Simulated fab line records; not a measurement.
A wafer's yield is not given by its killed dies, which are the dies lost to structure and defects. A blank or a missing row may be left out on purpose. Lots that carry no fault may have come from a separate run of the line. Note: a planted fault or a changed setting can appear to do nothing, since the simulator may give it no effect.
Chamber matching -- flow nandHarc -- rieDiel-12 running NHARC_A_STAIRCASE_TRIM_20: 4 sister chambers
The step chemistry O2, time 211.2 s. 4 wafers are shown with their chamber, then 12 later ones without.

== EACH WAFER AND ITS CHAMBER ==
wafer,chamber,showerheadPlenumPTorr (Torr)
L086.2,1,3.63
L086.3,0,3.49
L085.3,3,3.62
L085.6,2,3.70

== WAFERS WITH NO CHAMBER GIVEN ==
wafer,showerheadPlenumPTorr (Torr)
L089.1,3.62
L089.2,3.70
L089.5,3.61
L092.2,3.61
L092.3,3.69
L092.5,3.69
L093.4,3.62
L093.5,3.62
L093.6,3.49
L096.3,3.61
L096.5,3.61
L096.6,3.69

== THE CHAMBER EACH PASSED THROUGH ==
wafer,from the rows above,in truth
L089.1,can't be placed: 3 or 1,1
L089.2,2,2
L089.5,can't be placed: 3 or 1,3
L092.2,can't be placed: 3 or 1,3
L092.3,2,2
L092.5,2,2
L093.4,can't be placed: 3 or 1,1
L093.5,can't be placed: 3 or 1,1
L093.6,0,0
L096.3,can't be placed: 3 or 1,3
L096.5,can't be placed: 3 or 1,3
L096.6,2,2
Correctly placed: 5 of 12. Not placeable from these rows: 7 (in 7, the candidates include the true chamber). 0 placed wrongly.
How it was worked out, from the rows above alone: a wafer's distance from a chamber is the root of the sum, over the readings, of the square of ((its reading less the chamber's mean) divided by the reading's scatter). The wafer belongs to the nearest chamber; if the next one is less than 2 further off, it can't be placed. Each chamber's mean is taken over the wafers shown for it. The scatter: with one shown wafer a chamber, the root of the mean of the squares of how far each hidden wafer lies from its nearest shown one.
